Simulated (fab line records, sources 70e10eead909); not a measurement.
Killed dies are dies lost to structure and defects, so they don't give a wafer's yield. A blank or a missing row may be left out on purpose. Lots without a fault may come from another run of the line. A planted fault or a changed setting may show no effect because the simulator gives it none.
Which tool did it? | flow nand_harc | 24 lots, 72 wafers sampled, at 5 steps of a route of 1302

WHAT THE GAUGES READ, wafer by wafer
NHARC_P_BONDPAD_THK_MEAS_20: measures by xrf.
lot  | measured     | on            | thk_nm (nm)
L074 | day 6 23:00  | film_metro-01 | 158.5 161.6 161.6
L075 | day 7 00:34  | film_metro-01 | 161.5 161.4 159.1
L076 | day 7 10:43  | film_metro-02 | 164.0 161.4 161.3
L077 | day 8 02:43  | film_metro-02 | 164.0 161.2 160.4
L078 | day 8 03:59  | film_metro-01 | 162.3 164.1 163.5
L079 | day 8 14:37  | film_metro-02 | 164.3 162.5 160.7
L080 | day 9 07:31  | film_metro-02 | 157.8 162.7 163.0
L081 | day 9 14:17  | film_metro-01 | 161.9 161.0 161.7
L082 | day 10 00:08 | film_metro-02 | 159.6 161.4 160.2
L084 | day 10 16:41 | film_metro-01 | 161.9 157.1 157.2
L083 | day 10 18:09 | film_metro-01 | 160.6 161.5 159.1
L085 | day 11 10:22 | film_metro-02 | 160.7 163.0 163.4
L086 | day 11 15:09 | film_metro-02 | 161.7 161.9 163.7
L087 | day 11 21:32 | film_metro-01 | 161.7 162.5 159.9
L088 | day 12 15:19 | film_metro-02 | 163.2 162.3 164.1
L089 | day 12 21:13 | film_metro-01 | 158.8 161.9 161.3
L090 | day 13 12:02 | film_metro-02 | 158.6 159.9 161.6
L091 | day 14 02:22 | film_metro-01 | 158.9 161.4 161.5
L092 | day 14 14:13 | film_metro-02 | 158.0 164.5 162.8
L093 | day 14 20:05 | film_metro-01 | 162.1 160.7 162.3
L094 | day 15 00:19 | film_metro-01 | 162.1 161.0 159.0
L096 | day 15 12:37 | film_metro-01 | 161.8 161.0 159.2
L095 | day 15 13:25 | film_metro-01 | 161.5 159.7 161.4
L097 | day 16 05:41 | film_metro-01 | 164.8 161.1 162.3

NHARC_A_ZERO_WELL_CD_MEAS_10: target cd 2000 nm.
lot  | measured     | on        | cd_nm (nm)
L074 | day 7 00:23  | cd_sem-01 | 2000 1995 1999
L075 | day 7 02:08  | cd_sem-03 | 2003 2001 2002
L076 | day 7 12:16  | cd_sem-02 | 1998 1999 2000
L077 | day 8 04:08  | cd_sem-02 | 2001 2001 1995
L078 | day 8 05:23  | cd_sem-01 | 2000 2003 2000
L079 | day 8 16:10  | cd_sem-01 | 2003 2001 2003
L080 | day 9 08:55  | cd_sem-02 | 2004 2000 2001
L081 | day 9 15:41  | cd_sem-03 | 1998 1992 1996
L082 | day 10 01:39 | cd_sem-02 | 2000 2001 2003
L084 | day 10 18:07 | cd_sem-03 | 2003 2002 1998
L083 | day 10 19:41 | cd_sem-01 | 2002 1998 2001
L085 | day 11 11:53 | cd_sem-02 | 2003 2007 2005
L086 | day 11 16:34 | cd_sem-03 | 2000 2003 2001
L087 | day 11 23:04 | cd_sem-03 | 1998 1999 1995
L088 | day 12 16:49 | cd_sem-03 | 2001 2005 2002
L089 | day 12 22:46 | cd_sem-02 | 1994 1992 1990
L090 | day 13 13:35 | cd_sem-01 | 1999 2003 2005
L091 | day 14 03:53 | cd_sem-02 | 1993 1996 1995
L092 | day 14 15:45 | cd_sem-03 | 2006 2004 2001
L093 | day 14 21:28 | cd_sem-02 | 2000 1994 2000
L094 | day 15 01:49 | cd_sem-01 | 2002 2003 2003
L096 | day 15 13:59 | cd_sem-03 | 1995 1998 1998
L095 | day 15 14:56 | cd_sem-03 | 1998 2002 2000
L097 | day 16 07:11 | cd_sem-01 | 2004 2006 2000

NHARC_A_ONON_D1_THK_MEAS_18: measures by ellipsometry.
lot  | measured     | on            | thk_nm (nm)
L074 | day 8 09:51  | film_metro-02 | 1016 1016 1016
L075 | day 8 09:52  | film_metro-01 | 997 995 996
L076 | day 8 20:47  | film_metro-01 | 993 991 991
L077 | day 9 14:41  | film_metro-01 | 1003 1006 1005
L078 | day 9 14:41  | film_metro-01 | 1001 1003 1001
L079 | day 10 04:40 | film_metro-02 | 991 991 990
L080 | day 11 00:57 | film_metro-01 | 1000 999 999
L081 | day 11 00:57 | film_metro-02 | 995 995 995
L082 | day 11 09:22 | film_metro-01 | 1005 1004 1005
L084 | day 12 02:12 | film_metro-02 | 1006 1005 1004
L083 | day 12 02:12 | film_metro-01 | 996 997 998
L085 | day 12 19:09 | film_metro-01 | 1013 1012 1013
L086 | day 13 02:26 | film_metro-01 | 992 993 991
L087 | day 13 10:17 | film_metro-02 | 1005 1007 1007
L088 | day 14 03:23 | film_metro-01 | 992 994 993
L089 | day 14 10:19 | film_metro-01 | 985 986 985
L090 | day 14 23:26 | film_metro-02 | 1000 1000 1002
L091 | day 15 21:01 | film_metro-02 | 989 992 991
L092 | day 15 21:07 | film_metro-01 | 997 996 995
L093 | day 16 06:02 | film_metro-01 | 1005 1004 1005
L094 | day 16 12:38 | film_metro-02 | 1006 1009 1006
L096 | day 16 22:22 | film_metro-01 | 1000 1001 1000
L095 | day 16 22:21 | film_metro-01 | 992 993 994
L097 | day 17 15:42 | film_metro-02 | 997 996 995

NHARC_A_CHANNEL_HOLE_D1_CD_MEAS_18.
lot  | measured     | on        | cd_nm (nm)
L074 | day 8 16:34  | cd_sem-01 | 97 97 96
L075 | day 8 16:50  | cd_sem-02 | 101 104 104
L076 | day 9 06:27  | cd_sem-03 | 99 95 97
L077 | day 10 01:07 | cd_sem-01 | 100 95 100
L078 | day 9 23:19  | cd_sem-01 | 100 96 101
L079 | day 10 12:08 | cd_sem-01 | 99 94 93
L080 | day 11 10:26 | cd_sem-03 | 99 98 99
L081 | day 11 08:44 | cd_sem-03 | 96 100 99
L082 | day 11 21:51 | cd_sem-02 | 97 94 98
L084 | day 12 09:56 | cd_sem-02 | 100 97 100
L083 | day 12 11:43 | cd_sem-03 | 99 95 96
L085 | day 13 02:33 | cd_sem-01 | 102 100 101
L086 | day 13 09:14 | cd_sem-02 | 94 98 98
L087 | day 13 17:05 | cd_sem-02 | 103 100 102
L088 | day 14 10:49 | cd_sem-02 | 97 99 99
L089 | day 14 17:02 | cd_sem-02 | 101 100 102
L090 | day 15 06:25 | cd_sem-01 | 91 103 98
L091 | day 16 03:49 | cd_sem-01 | 103 98 104
L092 | day 16 04:41 | cd_sem-03 | 100 97 102
L093 | day 16 17:31 | cd_sem-03 | 98 106 103
L094 | day 17 02:47 | cd_sem-01 | 100 98 101
L096 | day 17 14:11 | cd_sem-01 | 101 101 97
L095 | day 17 14:16 | cd_sem-02 | 101 101 100
L097 | day 17 22:21 | cd_sem-01 | 100 105 100

WHICH TOOL RAN EACH LOT (tool, then ch and the chambers of the sampled wafers, then the start)
lot  | NHARC_A_CHANNEL_HOLE_D1_DEP_00
L074 | acl_dep-01 ch 0, day 8 13:05
L075 | acl_dep-03 ch 0, day 8 13:07
L076 | acl_dep-02 ch 0, day 9 02:00
L077 | acl_dep-02 ch 0, day 9 21:23
L078 | acl_dep-02 ch 0, day 9 19:48
L079 | acl_dep-03 ch 0, day 10 08:10
L080 | acl_dep-01 ch 0, day 11 06:52
L081 | acl_dep-03 ch 0, day 11 04:55
L082 | acl_dep-03 ch 0, day 11 17:52
L084 | acl_dep-02 ch 0, day 12 06:00
L083 | acl_dep-02 ch 0, day 12 07:55
L085 | acl_dep-03 ch 0, day 12 22:42
L086 | acl_dep-02 ch 0, day 13 05:20
L087 | acl_dep-01 ch 0, day 13 13:10
L088 | acl_dep-02 ch 0, day 14 06:50
L089 | acl_dep-03 ch 0, day 14 14:10
L090 | acl_dep-03 ch 0, day 15 02:58
L091 | acl_dep-03 ch 0, day 16 00:30
L092 | acl_dep-01 ch 0, day 16 00:33
L093 | acl_dep-02 ch 0, day 16 13:52
L094 | acl_dep-02 ch 0, day 16 22:52
L096 | acl_dep-03 ch 0, day 17 10:46
L095 | acl_dep-02 ch 0, day 17 10:21
L097 | acl_dep-01 ch 0, day 17 18:33
- NHARC_A_CHANNEL_HOLE_D1_DEP_00: deposits aC, target thk 3100 nm.

WHAT THE TOOLS THEMSELVES READ (means of the sampled wafers that have a number; where no wafer has one, the mark that the record gives instead)
NHARC_A_CHANNEL_HOLE_D1_DEP_00.
lot  | tool       | throttle_valve_pct (%)
L074 | acl_dep-01 | 35.010
L075 | acl_dep-03 | 35.003
L076 | acl_dep-02 | 34.994
L077 | acl_dep-02 | 35.000
L078 | acl_dep-02 | 35.000
L079 | acl_dep-03 | 35.000
L080 | acl_dep-01 | 35.005
L081 | acl_dep-03 | 34.997
L082 | acl_dep-03 | 34.992
L084 | acl_dep-02 | 35.006
L083 | acl_dep-02 | 34.990
L085 | acl_dep-03 | 34.999
L086 | acl_dep-02 | 34.999
L087 | acl_dep-01 | 34.998
L088 | acl_dep-02 | 34.999
L089 | acl_dep-03 | 34.998
L090 | acl_dep-03 | 35.002
L091 | acl_dep-03 | 34.996
L092 | acl_dep-01 | 34.996
L093 | acl_dep-02 | 34.996
L094 | acl_dep-02 | 35.002
L096 | acl_dep-03 | 35.002
L095 | acl_dep-02 | 34.994
L097 | acl_dep-01 | 34.992

THE ANSWER, worked out from the rows above alone
Rule: what is usual is taken from the lots themselves. Put in order of their means at a reading, lots are off if they are a third of the lots or fewer, leave a main group of 4 or more, and stand apart from it by a gap of 3 or more times the standard deviation of the main group's means; of several such gaps the widest counts. A main group whose means are all the same, to the digits that the tables above print for the reading, isn't used. A lot without any number at a reading at which 4 lots or more have one is off too. The other lots that the step has rows for count as sound. The gauges are gone through in route order, then the tools' own readings, and for those a lot's mean is taken as printed above. The first step at which some lot is off is used, and at that step the reading that is off furthest; a lot without a number counts as furthest.
No lot is off at any reading shown: from this, nothing can be told.

WHAT THE SIMULATOR HAD PUT IN
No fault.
